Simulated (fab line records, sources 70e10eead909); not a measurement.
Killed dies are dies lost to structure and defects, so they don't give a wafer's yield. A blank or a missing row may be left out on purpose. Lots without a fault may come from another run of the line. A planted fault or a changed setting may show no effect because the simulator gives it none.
Chamber matching | flow nand_harc | NHARC_A_BLC_STRIP_29 on rie_diel-05: 4 sister chambers
The step strips in CF4. 7 wafers are shown with their chamber, then 8 later ones without.

WAFERS WITH THEIR CHAMBER
wafer  | chamber | showerhead_plenum_p_Torr (Torr) | drypump_motor_current_A (A)
L076.4 | 1       | 1.64                            | 5.2
L083.4 | 0       | 1.87                            | 4.9
L084.5 | 2       | 1.78                            | 5.7
L084.6 | 0       | 1.87                            | 5.0
L091.3 | 2       | 1.78                            | 5.7
L091.6 | 3       | 1.74                            | 5.8
L093.2 | 3       | 1.75                            | 5.8

WAFERS WITHOUT THEIR CHAMBER
wafer  | showerhead_plenum_p_Torr (Torr) | drypump_motor_current_A (A)
L093.5 | 1.87                            | 4.9
L093.6 | 1.75                            | 5.8
L094.2 | 1.64                            | 5.2
L094.4 | 1.75                            | 5.7
L094.6 | 1.87                            | 5.0
L097.2 | 1.87                            | 5.0
L097.4 | 1.78                            | 5.7
L097.6 | 1.87                            | 4.9

WHICH CHAMBER EACH WENT THROUGH
wafer  | from the rows above | in truth
L093.5 | 0                   | 0
L093.6 | 3                   | 3
L094.2 | 1                   | 1
L094.4 | 3                   | 3
L094.6 | 0                   | 0
L097.2 | 0                   | 0
L097.4 | 2                   | 2
L097.6 | 0                   | 0
Placed correctly: 8 of 8. Can't be placed from these rows: 0. Placed wrongly: 0.
How it was worked out, from the rows above alone: a wafer's distance from a chamber is the root of the sum, over the readings, of the square of ((its reading less the chamber's mean) divided by the reading's scatter). The wafer belongs to the nearest chamber; if the next one is less than 2 further off, it can't be placed. A chamber's mean is the mean of its shown wafers. The scatter: the root of (the sum of the squares of (reading less its chamber's mean) over the shown wafers, divided by (wafers less chambers)).
